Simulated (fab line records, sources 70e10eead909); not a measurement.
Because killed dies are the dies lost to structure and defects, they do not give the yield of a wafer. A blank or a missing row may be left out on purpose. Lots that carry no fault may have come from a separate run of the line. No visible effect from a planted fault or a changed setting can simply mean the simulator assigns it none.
A lot that was struck, set against a sound lot -- flow nandHarc -- 13 steps out of a route of 1302
Sound: wafers L998.3, L998.4, L998.6. The struck wafers were L118.1, L118.2, L118.5. Last of all comes the cause.
Per side, at each step with rows, come the tool, then ch with its chambers, and then its first start. Under that, the readings that differ: sound wafers -- struck wafers -- difference of the means -- sigmas: that difference in standard deviations of wafers without a fault.
alike: words and numbers the same on both sides, and readings whose means are apart by under 2 such deviations; not compared: readings that were withheld, readings missing a value for some wafer, numbers with overlapping values and no deviation given by the record, and bounds like >300 which may hide the same value.
Wherever a step has rows on one side only, a row that says differs or no value, or a row with sigmas, the two part there. Numbers that have no deviation but don't overlap get no sigmas and don't part them. A reading missing from all wafers of one side parts the sides only when that side holds two or more wafers.

NHARC_A_WL_FILL_INSPECT_15:
  sound on defectInspect-02 at day 21 01:57; struck on defectInspect-02 at day 29 14:17
  alike: rawDefectCount
NHARC_A_CONTACT_DEP_24: deposits SiO2, target thk 500 nm.
  sound on pecvd-01 ch 0,1,2, day 21 02:08; struck on pecvd-02 ch 0,1,2, day 29 14:25
  alike: heaterPowerW, susceptorTempC, throttleValvePct
NHARC_A_CONTACT_DEP_28: deposits aC, target thk 7000 nm.
  sound on aclDep-01 ch 0, day 21 04:26; struck on aclDep-03 ch 0, day 29 14:57
  alike: susceptorTempC, throttleValvePct
NHARC_A_CONTACT_DEP_29: deposits SiON, target thk 100 nm.
  sound on pecvd-01 ch 0,2, day 21 07:19; struck on pecvd-03 ch 1,2, day 29 19:14
  alike: heaterPowerW, susceptorTempC
then, 7 steps without rows for these wafers: NHARC_A_CONTACT_DEHYDRATE_32 (time 120 s); NHARC_A_CONTACT_HMDS_33 (time 30 s); NHARC_A_CONTACT_COAT_34 (time 75 s); NHARC_A_CONTACT_COAT_35 (time 65 s); NHARC_A_CONTACT_COAT_36 (resist thk 90 nm); NHARC_A_CONTACT_SOFTBAKE_37 (time 55 s); NHARC_A_CONTACT_EBR_38.
NHARC_A_CONTACT_EXPOSE_39: exposes mask A CC 3.
  struck on arfiScanner-02, day 29 19:57; sound on arfiScanner-03 ch 0, day 21 07:47
  no value came back on the struck wafers for exposureDoseMJCm2, focusOffsetNm (nm); on the sound wafers exposureDoseMJCm2 reads 58.7 58.8 58.7
  alike: mask
then, 1 step without rows for these wafers: NHARC_A_CONTACT_PEB_40 (peb time 65 s).

== WHERE THEY PART ==
Only at NHARC_A_CONTACT_EXPOSE_39, as far as this record shows.

WHY: what the simulator had put in
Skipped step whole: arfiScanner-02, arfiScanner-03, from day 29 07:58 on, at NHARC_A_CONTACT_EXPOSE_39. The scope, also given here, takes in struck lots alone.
